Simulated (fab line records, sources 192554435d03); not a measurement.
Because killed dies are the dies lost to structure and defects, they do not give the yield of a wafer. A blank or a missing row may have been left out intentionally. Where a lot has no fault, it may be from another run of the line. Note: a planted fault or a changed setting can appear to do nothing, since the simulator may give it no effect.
fab line records	flow n5Finfet
[record] lots = 24	wafers = 72	lastDay = 19
route steps=1938 shown MOL_CONTACT_COAG@622 BEOL_M0_SAQP@665
lots that met no fault: from a run of the same line without faults
startH: the number of hours between the record's first day and the start of the first shown wafer of the lot	waitH: hours elapsed since this lot's preceding step	" same as the row above	L1.1+2: several wafers, shown together as one row	- value missing, or start not given	* or withheld: withheld	< > ~ a bound
route shown NAME@n: names a module that has steps shown in the file, with the first one's number in the route	usual: mean/standard deviation taken from wafers without a fault	same: alike in all rows	chamber/n: place in a boat	sites: per-site readings	_std_site: the values' standard deviation	_edge_site: outer sites' mean less inner sites'	radiusMm: how far each site lies from the wafer's centre	mask NAME#n: copy n	behind: the tool/chamber that last shaped the wafer	hold: why the lot was held/for how many hours/how that ended	device: the n, p or np transistor that did not switch	end of line: the same wafers' tests at the end of the route	step lacking rows: just its recipe	killed: not the wafer's yield, but the dies lost to structure and defects at the first sort	map: dies across one wafer; x = killed, . = not, _ = none there
set.NAME: the setting that was run; set.NAME@STEP: the one run at that earlier step	model.NAME: the simulator's own value behind a step, which no gauge read
a sample of lots followed through the steps of the route, with each step as a table and each wafer as a row
services: from which hour (startH, from the record's first day; less than 0 if before it) a tool's chamber was out of use, for how many hours, and why
[[steps]]
[step N5_MOL_CONTACT_COAG_CD_MEAS_101]
[recipe] targetCdNm = 16
[usual] cdNm = 15.9/0.32
lot.wafer	tool	chamber	startH	waitH	cdNm
L074.1	cdSem-01	-	98.77	0.0	15.6
L074.3	"	-	"	"	15.6
L074.5	"	-	"	"	15.6
L075.1	cdSem-03	-	110.95	0.0	16.0
L075.3	"	-	"	"	16.2
L075.6	"	-	"	"	15.6
L076.2	cdSem-01	-	114.03	0.0	15.9
L076.3	"	-	"	"	16.1
L076.5	"	-	"	"	15.6
L077.2	cdSem-02	-	117.58	0.0	15.9
L077.4	"	-	"	"	15.4
L077.6	"	-	"	"	15.9
L078.1	cdSem-01	-	127.42	0.0	15.8
L078.4	"	-	"	"	16.3
L078.6	"	-	"	"	15.5
L079.1	cdSem-02	-	131.45	0.0	15.8
L079.2	"	-	"	"	15.7
L079.4	"	-	"	"	15.7
L080.1	cdSem-02	-	137.75	0.0	15.5
L080.3	"	-	"	"	15.7
L080.4	"	-	"	"	15.7
L081.2	cdSem-01	-	141.22	0.0	16.0
L081.4	"	-	"	"	15.7
L081.6	"	-	"	"	15.9
L082.1	cdSem-01	-	150.00	0.0	16.0
L082.4	"	-	"	"	15.9
L082.6	"	-	"	"	15.7
L083.1	cdSem-01	-	156.94	0.0	16.1
L083.2	"	-	"	"	16.4
L083.5	"	-	"	"	16.3
L084.2	cdSem-02	-	160.97	0.0	15.9
L084.4	"	-	"	"	16.1
L084.5	"	-	"	"	15.7
L085.2	cdSem-02	-	171.47	0.0	15.7
L085.4	"	-	"	"	16.3
L085.6	"	-	"	"	16.2
L086.2	cdSem-02	-	175.13	0.0	16.0
L086.4	"	-	"	"	16.1
L086.5	"	-	"	"	15.7
L087.3	cdSem-02	-	180.11	0.0	15.6
L087.4	"	-	"	"	15.9
L087.5	"	-	"	"	16.1
L088.1	cdSem-01	-	184.17	0.0	15.6
L088.2	"	-	"	"	15.3
L088.5	"	-	"	"	15.3
L089.1	cdSem-02	-	188.08	0.0	15.5
L089.2	"	-	"	"	16.1
L089.4	"	-	"	"	15.7
L090.1	cdSem-01	-	197.36	0.0	15.8
L090.4	"	-	"	"	15.6
L090.6	"	-	"	"	15.5
L091.1	cdSem-02	-	200.38	0.0	15.9
L091.2	"	-	"	"	15.7
L091.4	"	-	"	"	16.0
L092.2	cdSem-02	-	210.06	0.0	15.8
L092.3	"	-	"	"	16.2
L092.5	"	-	"	"	16.1
L093.2	cdSem-02	-	212.14	0.0	16.1
L093.4	"	-	"	"	16.1
L093.6	"	-	"	"	16.0
L094.3	cdSem-03	-	226.24	0.0	16.0
L094.4	"	-	"	"	15.9
L094.5	"	-	"	"	16.2
L095.1	cdSem-02	-	226.39	0.0	16.7
L095.3	"	-	"	"	16.6
L095.4	"	-	"	"	16.4
L096.1	cdSem-03	-	239.87	0.0	15.9
L096.3	"	-	"	"	15.7
L096.4	"	-	"	"	16.2
L097.1	cdSem-01	-	242.46	0.0	15.7
L097.3	"	-	"	"	16.1
L097.6	"	-	"	"	15.8
[step N5_BEOL_M0_SAQP_MANDREL1_REMOVE_100]
[recipe] chemistry = HBr/Cl2/O2	btTimeS = 10	target = a-Si	stopOn = SiNx	endpoint = OES-SiCl	overEtchFrac = 0.85	icpW = 600	biasW = 30	HBr_flow_sccm = 150	Cl2_flow_sccm = 80	O2_flow_sccm = 5	pressureMtorr = 10
[usual] drypumpMotorCurrentA = 6.0/0.4	oesProductAu = 0.994/0.016	throttleValvePct = 36.6/0.31
lot.wafer	tool	chamber	startH	waitH	drypumpMotorCurrentA	oesProductAu	rfHoursCounterH	throttleValvePct
L074.1	rieSi-05	0	106.24	0.1	6.1	0.970	105	36.2
L074.3	"	1	"	"	6.7	0.960	176	36.9
L074.5	"	2	"	"	6.2	1.006	-	36.2
L075.1	rieSi-05	2	118.15	0.1	6.2	1.008	24	36.2
L075.3	"	3	"	"	5.7	1.010	183	36.9
L075.6	"	3	"	"	5.7	0.998	-	36.9
L076.2	rieSi-06	2	120.80	0.1	5.8	1.000	89	36.6
L076.3	"	0	"	"	6.3	1.006	171	36.9
L076.5	"	1	"	"	5.8	1.004	-	36.7
L077.2	rieSi-05	0	125.50	0.1	6.1	0.970	106	36.2
L077.4	"	2	"	"	6.2	1.012	24	36.2
L077.6	"	1	"	"	6.7	0.971	-	36.9
L078.1	rieSi-05	1	134.78	0.1	6.7	0.969	176	36.9
L078.4	"	3	"	"	5.7	1.004	183	36.9
L078.6	"	3	"	"	5.7	0.985	-	36.9
L079.1	rieSi-05	1	138.92	0.1	6.7	0.962	176	36.9
L079.2	"	2	"	"	6.2	1.011	24	36.2
L079.4	"	0	"	"	6.1	0.970	106	36.2
L080.1	rieSi-05	0	144.95	0.1	6.1	0.967	106	36.2
L080.3	"	1	"	"	6.7	0.974	176	36.9
L080.4	"	2	"	"	6.2	1.015	24	36.3
L081.2	rieSi-05	2	150.74	0.1	6.2	1.015	24	36.3
L081.4	"	0	"	"	6.1	0.987	106	36.2
L081.6	"	1	"	"	6.7	0.979	-	36.9
L082.1	rieSi-05	1	157.42	0.1	6.7	0.987	177	36.9
L082.4	"	0	"	"	6.1	0.983	106	36.2
L082.6	"	0	"	"	6.1	0.987	-	36.2
L083.1	rieSi-05	3	163.79	0.1	5.7	0.996	184	36.9
L083.2	"	2	"	"	6.2	1.012	24	36.2
L083.5	"	1	"	"	6.7	0.983	-	36.9
L084.2	rieSi-03	1	169.04	0.1	5.9	1.006	8	36.7
L084.4	"	0	"	"	6.1	0.984	183	36.2
L084.5	"	0	"	"	6.1	0.986	-	36.2
L085.2	rieSi-03	3	179.51	0.1	4.9	0.993	185	36.5
L085.4	"	2	"	"	5.7	0.975	5	36.1
L085.6	"	1	"	"	5.9	0.984	-	36.8
L086.2	rieSi-06	2	184.68	0.1	5.8	1.020	91	36.6
L086.4	"	3	"	"	6.3	0.996	78	36.6
L086.5	"	2	"	"	5.8	1.022	-	36.6
L087.3	rieSi-03	0	188.51	0.1	6.1	0.990	183	36.2
L087.4	"	3	"	"	4.9	0.996	185	36.5
L087.5	"	3	"	"	4.9	0.998	-	36.5
L088.1	rieSi-06	2	191.04	0.1	5.8	1.020	91	36.6
L088.2	"	3	"	"	6.3	1.004	78	36.6
L088.5	"	3	"	"	6.3	0.989	-	36.5
L089.1	rieSi-05	1	196.01	0.1	6.6	0.979	177	36.9
L089.2	"	0	"	"	6.1	0.978	107	36.2
L089.4	"	2	"	"	6.2	1.004	25	36.3
L090.1	rieSi-06	2	204.46	0.1	5.8	1.023	91	36.6
L090.4	"	0	"	"	6.2	1.008	172	36.9
L090.6	"	2	"	"	5.8	1.020	-	36.6
L091.1	rieSi-05	3	208.66	0.1	5.6	0.994	185	36.9
L091.2	"	2	"	"	6.2	1.007	25	36.2
L091.4	"	0	"	"	6.1	0.975	107	36.2
L092.2	rieSi-03	0	216.72	0.1	6.1	0.994	184	36.2
L092.3	"	1	"	"	5.9	1.012	8	36.7
L092.5	"	2	"	"	5.7	0.980	-	36.1
L093.2	rieSi-05	0	220.83	0.1	6.1	0.982	107	36.2
L093.4	"	3	"	"	5.7	0.998	185	36.9
L093.6	"	0	"	"	6.1	0.993	-	36.2
L094.3	rieSi-06	2	234.76	0.1	5.8	1.015	92	36.6
L094.4	"	0	"	"	6.3	1.013	173	36.9
L094.5	"	3	"	"	6.3	0.995	-	36.6
L095.1	rieSi-05	0	238.20	0.1	6.2	0.991	108	36.2
L095.3	"	1	"	"	6.6	0.988	178	36.9
L095.4	"	2	"	"	6.2	1.012	26	36.3
L096.1	rieSi-05	2	247.08	0.1	6.2	1.012	26	36.2
L096.3	"	3	"	"	5.7	1.013	186	36.9
L096.4	"	1	"	"	6.7	0.987	178	36.9
L097.1	rieSi-03	1	250.02	0.1	5.9	1.005	9	36.8
L097.3	"	2	"	"	5.7	0.967	7	36.1
L097.6	"	1	"	"	5.9	1.002	-	36.7
[step N5_BEOL_M0_SAQP_CD_MEAS_25]
[recipe] targetCdNm = 13.1	landingEnergyEv = 1000	detector = seInlens
[usual] cdNm = 12.82/0.23
lot.wafer	tool	chamber	startH	waitH	cdNm
L074.1	cdSem-03	0	106.35	0.1	12.82
L074.3	"	0	"	"	12.99
L074.5	"	0	"	"	13.00
L075.1	cdSem-02	0	118.26	0.1	12.38
L075.3	"	0	"	"	13.08
L075.6	"	0	"	"	13.05
L076.2	cdSem-03	0	120.91	0.1	13.12
L076.3	"	0	"	"	12.84
L076.5	"	0	"	"	13.06
L077.2	cdSem-02	0	125.61	0.1	12.30
L077.4	"	0	"	"	12.95
L077.6	"	0	"	"	13.18
L078.1	cdSem-02	0	134.89	0.1	13.26
L078.4	"	0	"	"	13.03
L078.6	"	0	"	"	12.64
L079.1	cdSem-03	0	139.03	0.1	13.06
L079.2	"	0	"	"	12.91
L079.4	"	0	"	"	13.26
L080.1	cdSem-01	0	145.06	0.1	12.57
L080.3	"	0	"	"	12.91
L080.4	"	0	"	"	12.59
L081.2	cdSem-03	0	150.85	0.1	12.84
L081.4	"	0	"	"	12.71
L081.6	"	0	"	"	12.97
L082.1	cdSem-03	0	157.53	0.1	12.75
L082.4	"	0	"	"	12.47
L082.6	"	0	"	"	12.75
L083.1	cdSem-02	0	163.90	0.1	12.80
L083.2	"	0	"	"	13.15
L083.5	"	0	"	"	12.56
L084.2	cdSem-02	0	169.15	0.1	12.94
L084.4	"	0	"	"	12.53
L084.5	"	0	"	"	12.71
L085.2	cdSem-02	0	179.62	0.1	12.69
L085.4	"	0	"	"	12.70
L085.6	"	0	"	"	12.70
L086.2	cdSem-02	0	184.79	0.1	12.73
L086.4	"	0	"	"	12.95
L086.5	"	0	"	"	13.09
L087.3	cdSem-03	0	188.62	0.1	13.06
L087.4	"	0	"	"	13.01
L087.5	"	0	"	"	13.14
L088.1	cdSem-01	0	191.15	0.1	12.36
L088.2	"	0	"	"	12.96
L088.5	"	0	"	"	12.89
L089.1	cdSem-01	0	196.11	0.1	12.80
L089.2	"	0	"	"	12.97
L089.4	"	0	"	"	12.77
L090.1	cdSem-02	0	204.57	0.1	12.95
L090.4	"	0	"	"	12.90
L090.6	"	0	"	"	12.99
L091.1	cdSem-03	0	208.77	0.1	13.23
L091.2	"	0	"	"	12.89
L091.4	"	0	"	"	12.48
L092.2	cdSem-03	0	216.83	0.1	12.89
L092.3	"	0	"	"	12.91
L092.5	"	0	"	"	12.87
L093.2	cdSem-01	0	220.94	0.1	12.65
L093.4	"	0	"	"	12.61
L093.6	"	0	"	"	12.51
L094.3	cdSem-03	0	234.88	0.1	12.62
L094.4	"	0	"	"	12.89
L094.5	"	0	"	"	13.02
L095.1	cdSem-03	0	238.31	0.1	12.40
L095.3	"	0	"	"	12.62
L095.4	"	0	"	"	12.84
L096.1	cdSem-01	0	247.19	0.1	12.74
L096.3	"	0	"	"	12.52
L096.4	"	0	"	"	12.90
L097.1	cdSem-03	0	250.13	0.1	12.57
L097.3	"	0	"	"	12.35
L097.6	"	0	"	"	12.86
[step N5_BEOL_M0_SAQP_ETCH_106]
[recipe] chemistry = N2/H2	target = SOC	targetDepthA = 1500	stopOn = SiNx	ionEnergyEv = 100	biasW = 61	pressureMtorr = 30	sourceW = 850	n2FlowSccm = 200	h2FlowSccm = 200
[usual] drypumpMotorCurrentA = 5.8/0.58	oesProductAu = 0.80/0.073	rfVppV = 240.5/1.4	showerheadPlenumPTorr = 2.52/0.082	throttleValvePct = 17.83/0.22
lot.wafer	tool	chamber	startH	waitH	drypumpMotorCurrentA	oesProductAu	rfHoursCounterH	rfVppV	showerheadPlenumPTorr	throttleValvePct
L074.1	rieDiel-06	2	107.06	-	5.7	0.79	115	240.6	2.45	17.93
L074.3	"	1	"	"	6.0	0.72	179	241.1	2.65	18.17
L074.5	"	1	"	"	6.0	0.72	-	242.6	2.65	18.16
L075.1	rieDiel-02	3	119.06	-	6.8	0.82	78	240.8	2.48	18.29
L075.3	"	2	"	"	6.5	0.82	58	241.1	2.48	17.63
L075.6	"	3	"	"	6.8	0.82	-	240.5	2.48	18.30
L076.2	rieDiel-06	2	121.75	-	5.7	0.79	118	240.4	2.45	17.93
L076.3	"	1	"	"	6.0	0.70	183	242.7	2.64	18.19
L076.5	"	3	"	"	4.9	0.75	-	241.0	2.56	17.87
L077.2	rieDiel-06	2	126.54	-	5.7	0.78	121	239.9	2.45	17.91
L077.4	"	2	"	"	5.7	0.78	-	242.1	2.45	17.92
L077.6	"	3	"	"	4.9	0.74	-	240.9	2.55	17.87
L078.1	rieDiel-04	2	135.59	-	5.2	0.70	182	240.4	2.41	17.64
L078.4	"	3	"	"	5.6	0.80	111	240.1	2.44	17.86
L078.6	"	3	"	"	5.6	0.79	-	239.9	2.44	17.87
L079.1	rieDiel-02	2	139.74	-	6.5	0.80	64	239.6	2.48	17.64
L079.2	"	1	"	"	6.4	0.75	148	242.5	2.67	17.61
L079.4	"	3	"	"	6.8	0.82	79	240.5	2.48	18.29
L080.1	rieDiel-04	1	145.77	-	5.1	0.88	28	242.8	2.58	17.79
L080.3	"	3	"	"	5.6	0.79	114	242.0	2.44	17.87
L080.4	"	0	"	"	6.0	0.93	20	239.8	2.49	17.62
L081.2	rieDiel-06	0	151.85	-	6.5	0.93	4	243.1	2.61	17.69
L081.4	"	2	"	"	5.7	0.77	129	239.3	2.45	17.94
L081.6	"	0	"	"	6.5	0.94	-	242.8	2.61	17.69
L082.1	rieDiel-02	2	158.24	-	6.5	0.81	70	240.5	2.47	17.65
L082.4	"	1	"	"	6.4	0.74	154	243.1	2.66	17.63
L082.6	"	1	"	"	6.4	0.75	-	242.0	2.66	17.61
L083.1	rieDiel-04	2	164.60	-	5.2	0.69	191	239.1	2.41	17.69
L083.2	"	3	"	"	5.6	0.79	119	238.7	2.44	17.90
L083.5	"	0	"	"	6.0	0.93	-	239.0	2.49	17.62
L084.2	rieDiel-02	1	169.86	-	6.4	0.74	159	241.7	2.66	17.63
L084.4	"	3	"	"	6.8	0.81	89	238.6	2.48	18.30
L084.5	"	2	"	"	6.5	0.79	-	240.7	2.47	17.67
L085.2	rieDiel-02	1	180.69	-	6.4	0.73	161	242.1	2.66	17.63
L085.4	"	0	"	"	5.4	0.85	53	240.6	2.59	17.68
L085.6	"	0	"	"	5.4	0.87	-	241.0	2.59	17.67
L086.2	rieDiel-02	1	185.56	-	6.4	0.74	162	241.3	2.66	17.65
L086.4	"	2	"	"	6.5	0.80	77	240.7	2.47	17.66
L086.5	"	1	"	"	6.4	0.74	-	242.7	2.66	17.63
L087.3	rieDiel-06	1	189.33	-	6.0	0.70	201	242.5	2.64	18.21
L087.4	"	2	"	"	5.7	0.76	140	239.1	2.44	17.95
L087.5	"	3	"	"	4.9	0.72	-	241.6	2.55	17.91
L088.1	rieDiel-04	0	192.11	-	6.0	0.91	34	240.8	2.48	17.64
L088.2	"	3	"	"	5.6	0.78	128	238.1	2.44	17.89
L088.5	"	1	"	"	5.1	0.86	-	242.1	2.58	17.81
L089.1	rieDiel-04	2	197.18	-	5.2	0.68	202	239.2	2.40	17.69
L089.2	"	1	"	"	5.1	0.86	44	241.3	2.58	17.83
L089.4	"	3	"	"	5.6	0.78	130	239.0	2.44	17.91
L090.1	rieDiel-04	0	205.33	-	6.0	0.90	38	239.3	2.48	17.66
L090.4	"	2	"	"	5.2	0.68	204	239.9	2.40	17.70
L090.6	"	3	"	"	5.6	0.78	-	240.7	2.44	17.90
L091.1	rieDiel-04	2	209.70	-	5.2	0.68	206	238.5	2.40	17.70
L091.2	"	0	"	"	6.0	0.90	40	240.9	2.48	17.65
L091.4	"	1	"	"	5.1	0.85	49	241.4	2.57	17.82
L092.2	rieDiel-02	3	217.95	-	6.8	0.80	104	239.4	2.47	18.34
L092.3	"	2	"	"	6.5	0.79	84	238.9	2.47	17.67
L092.5	"	2	"	"	6.5	0.78	-	238.2	2.47	17.67
L093.2	rieDiel-02	3	221.65	-	6.8	0.80	104	239.0	2.47	18.34
L093.4	"	2	"	"	6.5	0.78	85	237.9	2.47	17.67
L093.6	"	1	"	"	6.4	0.73	-	241.8	2.66	17.66
L094.3	rieDiel-04	0	235.61	-	6.0	0.89	47	240.0	2.48	17.67
L094.4	"	2	"	"	5.2	0.68	-	238.2	2.40	17.71
L094.5	"	3	"	"	5.6	0.76	-	240.3	2.43	17.93
L095.1	rieDiel-04	3	239.02	-	5.6	0.76	143	240.1	2.43	17.93
L095.3	"	0	"	"	6.0	0.88	49	237.6	2.48	17.70
L095.4	"	2	"	"	5.2	0.68	215	240.5	2.40	17.72
L096.1	rieDiel-04	3	248.08	-	5.6	0.76	146	239.3	2.43	17.93
L096.3	"	1	"	"	5.1	0.83	58	241.2	2.57	17.84
L096.4	"	2	"	"	5.2	0.67	218	240.1	2.40	17.72
L097.1	rieDiel-02	0	250.84	-	5.4	0.84	73	241.1	2.58	17.72
L097.3	"	1	"	"	6.4	0.72	180	242.6	2.65	17.66
L097.6	"	1	"	"	6.4	0.73	-	241.7	2.65	17.65
[step N5_BEOL_M0_SAQP_INSPECT_42]
[recipe] mode = adi	inspectInstrument = brightfield
[usual] rawDefectCount = 272/65
lot.wafer	tool	chamber	startH	waitH	rawDefectCount
L074.1	defectInspect-01	-	108.64	0.1	234
L074.3	"	-	"	"	330
L074.5	"	-	"	"	192
L075.1	defectInspect-02	-	120.63	0.1	353
L075.3	"	-	"	"	175
L075.6	"	-	"	"	355
L076.2	defectInspect-01	-	123.20	0.0	336
L076.3	"	-	"	"	320
L076.5	"	-	"	"	357
L077.2	defectInspect-01	-	127.99	0.0	265
L077.4	"	-	"	"	233
L077.6	"	-	"	"	235
L078.1	defectInspect-01	-	137.12	0.1	313
L078.4	"	-	"	"	255
L078.6	"	-	"	"	205
L079.1	defectInspect-02	-	141.33	0.1	394
L079.2	"	-	"	"	221
L079.4	"	-	"	"	180
L080.1	defectInspect-02	-	147.60	0.1	189
L080.3	"	-	"	"	241
L080.4	"	-	"	"	318
L081.2	defectInspect-02	-	153.56	0.0	431
L081.4	"	-	"	"	375
L081.6	"	-	"	"	310
L082.1	defectInspect-02	-	159.69	0.1	309
L082.4	"	-	"	"	218
L082.6	"	-	"	"	329
L083.1	defectInspect-02	-	166.26	0.1	193
L083.2	"	-	"	"	272
L083.5	"	-	"	"	296
L084.2	defectInspect-02	-	171.60	0.0	200
L084.4	"	-	"	"	239
L084.5	"	-	"	"	188
L085.2	defectInspect-02	-	182.23	0.0	282
L085.4	"	-	"	"	350
L085.6	"	-	"	"	283
L086.2	defectInspect-01	-	187.13	0.0	270
L086.4	"	-	"	"	365
L086.5	"	-	"	"	209
L087.3	defectInspect-02	-	190.93	0.0	332
L087.4	"	-	"	"	226
L087.5	"	-	"	"	327
L088.1	defectInspect-01	-	193.62	0.1	248
L088.2	"	-	"	"	238
L088.5	"	-	"	"	258
L089.1	defectInspect-02	-	198.71	0.1	525
L089.2	"	-	"	"	302
L089.4	"	-	"	"	233
L090.1	defectInspect-02	-	206.85	0.1	288
L090.4	"	-	"	"	281
L090.6	"	-	"	"	310
L091.1	defectInspect-02	-	211.27	0.1	321
L091.2	"	-	"	"	207
L091.4	"	-	"	"	197
L092.2	defectInspect-01	-	219.47	0.0	221
L092.3	"	-	"	"	239
L092.5	"	-	"	"	315
L093.2	defectInspect-02	-	223.54	0.0	252
L093.4	"	-	"	"	362
L093.6	"	-	"	"	213
L094.3	defectInspect-01	-	237.24	0.0	263
L094.4	"	-	"	"	260
L094.5	"	-	"	"	251
L095.1	defectInspect-02	-	240.47	0.1	268
L095.3	"	-	"	"	286
L095.4	"	-	"	"	284
L096.1	defectInspect-02	-	249.53	0.1	278
L096.3	"	-	"	"	234
L096.4	"	-	"	"	284
L097.1	defectInspect-02	-	252.29	0.1	253
L097.3	"	-	"	"	230
L097.6	"	-	"	"	182
[step N5_BEOL_M0_SAQP_DESCUM_45]
[recipe] chemistry = O2	timeS = 7	sourcePowerW = 50	biasPowerW = 20	pressureMtorr = 20	rfFrequencyHz = 2.712e+07	tempC = 40	resist = CAR-EUV	o2FlowSccm = 225
[usual] drypumpMotorCurrentA = 5.7/0.57	o2FlowSccm = 224.9/0.68	oesProductAu = 0.80/0.082	rfVppV = 243.0/1.3	showerheadPlenumPTorr = 2.08/0.061	throttleValvePct = 20.44/0.19
lot.wafer	tool	chamber	startH	waitH	drypumpMotorCurrentA	o2FlowSccm	oesProductAu	rfHoursCounterH	rfVppV	showerheadPlenumPTorr	throttleValvePct
L074.1	rieDiel-06	0	108.67	0.0	6.5	225.5	0.69	248	243.3	2.15	20.75
L074.3	"	1	"	"	6.0	225.4	0.71	179	244.8	2.17	20.70
L074.5	"	1	"	"	6.0	225.0	0.72	-	245.9	2.17	20.70
L075.1	rieDiel-06	3	120.67	0.0	4.9	224.7	0.76	133	242.9	2.09	20.43
L075.3	"	2	"	"	5.7	224.8	0.79	118	242.0	2.00	20.44
L075.6	"	1	"	"	6.0	224.6	0.71	-	245.1	2.17	20.71
L076.2	rieDiel-02	0	123.23	0.0	5.4	223.8	0.89	35	244.7	2.13	20.19
L076.3	"	2	"	"	6.5	224.3	0.83	59	242.9	2.04	20.30
L076.5	"	1	"	"	6.4	224.4	0.75	-	243.5	2.18	20.04
L077.2	rieDiel-04	0	128.03	0.0	5.9	225.3	0.96	14	242.7	2.06	20.24
L077.4	"	2	"	"	5.2	224.6	0.71	180	242.7	2.00	20.44
L077.6	"	1	"	"	5.1	223.0	0.91	-	244.4	2.14	20.47
L078.1	rieDiel-06	2	137.15	0.0	5.7	225.4	0.76	124	241.7	2.00	20.43
L078.4	"	1	"	"	6.0	224.9	0.70	-	243.7	2.17	20.71
L078.6	"	2	"	"	5.7	225.4	0.77	-	242.7	2.00	20.44
L079.1	rieDiel-04	3	141.37	0.0	5.6	224.3	0.80	112	240.7	2.03	20.55
L079.2	"	2	"	"	5.2	224.8	0.72	183	241.8	2.00	20.45
L079.4	"	0	"	"	6.0	225.1	0.96	18	242.5	2.05	20.24
L080.1	rieDiel-04	3	148.10	0.5	5.6	225.0	0.81	115	240.7	2.03	20.54
L080.3	"	2	"	"	5.2	224.9	0.72	186	242.0	2.00	20.46
L080.4	"	0	"	"	6.0	226.1	0.94	21	241.9	2.05	20.26
L081.2	rieDiel-06	3	153.60	0.0	5.0	223.1	0.74	145	241.2	2.09	20.44
L081.4	"	0	"	"	6.5	224.7	0.96	5	244.0	2.15	20.25
L081.6	"	0	"	"	6.5	224.5	0.97	-	243.6	2.15	20.27
L082.1	rieDiel-02	2	159.72	0.0	6.5	224.7	0.81	70	242.2	2.04	20.34
L082.4	"	0	"	"	5.4	225.1	0.87	46	242.1	2.12	20.22
L082.6	"	0	"	"	5.4	226.0	0.87	-	242.6	2.12	20.21
L083.1	rieDiel-02	2	166.32	0.1	6.5	225.4	0.81	73	243.3	2.04	20.33
L083.2	"	1	"	"	6.4	225.2	0.73	158	245.8	2.17	20.05
L083.5	"	3	"	"	6.8	224.3	0.80	-	243.4	2.03	20.80
L084.2	rieDiel-06	2	171.63	0.0	5.7	224.3	0.76	135	240.8	2.00	20.46
L084.4	"	1	"	"	6.0	225.5	0.71	196	242.3	2.17	20.74
L084.5	"	3	"	"	4.9	224.1	0.74	-	242.9	2.09	20.45
L085.2	rieDiel-06	0	182.26	0.0	6.5	224.2	0.93	14	243.8	2.15	20.29
L085.4	"	1	"	"	6.0	224.9	0.70	199	244.6	2.16	20.74
L085.6	"	3	"	"	4.9	226.0	0.74	-	243.8	2.09	20.46
L086.2	rieDiel-04	2	187.16	0.0	5.2	224.3	0.70	199	239.9	1.99	20.50
L086.4	"	0	"	"	6.0	225.8	0.91	32	243.2	2.05	20.25
L086.5	"	0	"	"	6.0	226.0	0.92	-	242.3	2.05	20.26
L087.3	rieDiel-06	1	191.14	0.2	6.0	224.6	0.71	201	244.7	2.16	20.72
L087.4	"	3	"	"	4.9	225.9	0.74	156	242.7	2.08	20.45
L087.5	"	3	"	"	4.9	226.2	0.74	-	241.6	2.08	20.46
L088.1	rieDiel-06	0	193.66	0.0	6.5	224.6	0.92	17	244.4	2.15	20.28
L088.2	"	3	"	"	4.9	224.6	0.74	158	242.8	2.08	20.45
L088.5	"	0	"	"	6.5	224.2	0.92	-	243.1	2.15	20.29
L089.1	rieDiel-04	0	198.75	0.0	6.0	224.8	0.91	36	244.4	2.05	20.27
L089.2	"	2	"	"	5.2	225.8	0.69	202	241.2	1.99	20.50
L089.4	"	3	"	"	5.6	225.1	0.78	130	241.3	2.02	20.56
L090.1	rieDiel-02	0	206.96	0.1	5.4	224.7	0.85	62	244.0	2.12	20.23
L090.4	"	1	"	"	6.4	224.7	0.73	170	245.6	2.17	20.08
L090.6	"	0	"	"	5.4	224.5	0.85	-	242.2	2.12	20.23
L091.1	rieDiel-06	3	211.31	0.0	4.9	224.2	0.73	163	242.3	2.08	20.48
L091.2	"	1	"	"	6.0	225.6	0.70	204	244.4	2.16	20.75
L091.4	"	0	"	"	6.5	224.5	0.91	22	244.8	2.14	20.29
L092.2	rieDiel-04	3	219.50	0.0	5.6	225.1	0.77	137	242.1	2.02	20.57
L092.3	"	1	"	"	5.1	223.3	0.86	51	244.1	2.13	20.51
L092.5	"	1	"	"	5.1	223.6	0.85	-	243.9	2.13	20.51
L093.2	rieDiel-02	3	223.59	0.0	6.8	224.6	0.79	105	243.2	2.03	20.82
L093.4	"	0	"	"	5.4	224.1	0.86	65	243.1	2.12	20.25
L093.6	"	3	"	"	6.8	225.8	0.79	-	242.4	2.03	20.83
L094.3	rieDiel-04	2	237.56	0.3	5.2	225.5	0.69	214	242.9	1.99	20.52
L094.4	"	2	"	"	5.2	225.2	0.69	-	241.7	1.99	20.51
L094.5	"	3	"	"	5.6	225.0	0.77	-	239.9	2.02	20.57
L095.1	rieDiel-06	0	240.50	0.0	6.5	225.8	0.89	31	243.9	2.14	20.31
L095.3	"	1	"	"	6.0	225.0	0.70	212	245.8	2.16	20.76
L095.4	"	3	"	"	4.9	224.4	0.72	172	243.0	2.08	20.50
L096.1	rieDiel-04	0	249.56	0.0	6.0	226.0	0.88	52	243.5	2.04	20.29
L096.3	"	1	"	"	5.1	225.2	0.85	58	242.8	2.13	20.52
L096.4	"	3	"	"	5.6	224.8	0.76	146	242.0	2.02	20.60
L097.1	rieDiel-04	2	252.32	0.0	5.2	224.7	0.69	219	240.6	1.99	20.49
L097.3	"	3	"	"	5.6	224.7	0.77	147	241.3	2.02	20.59
L097.6	"	0	"	"	6.0	226.0	0.88	-	242.8	2.04	20.30
[[services]]
tool	chamber	startH	hours	kind
rieDiel-06	0	116.68	-	clean
rieDiel-06	0	116.68	-	consumableReplace:focusRing
rieDiel-02	3	119.82	11.3	repair
rieDiel-02	-	136.73	2.7	repair
rieDiel-04	-	153.50	0.6	repair
rieDiel-06	1	160.12	7.3	repair
rieDiel-02	2	188.45	8.4	repair
rieDiel-06	1	198.28	9.6	repair
rieDiel-04	-	216.50	0.6	repair
rieDiel-02	1	227.08	8.1	repair
rieDiel-04	1	232.09	5.6	repair
rieSi-05	-	238.91	0.3	repair
rieSi-03	3	241.04	-	clean
rieSi-03	3	241.04	20.9	scheduledDown
rieSi-03	3	241.04	20.9	ventCycle
rieSi-03	2	251.13	2.4	repair
[[key]]
fault none
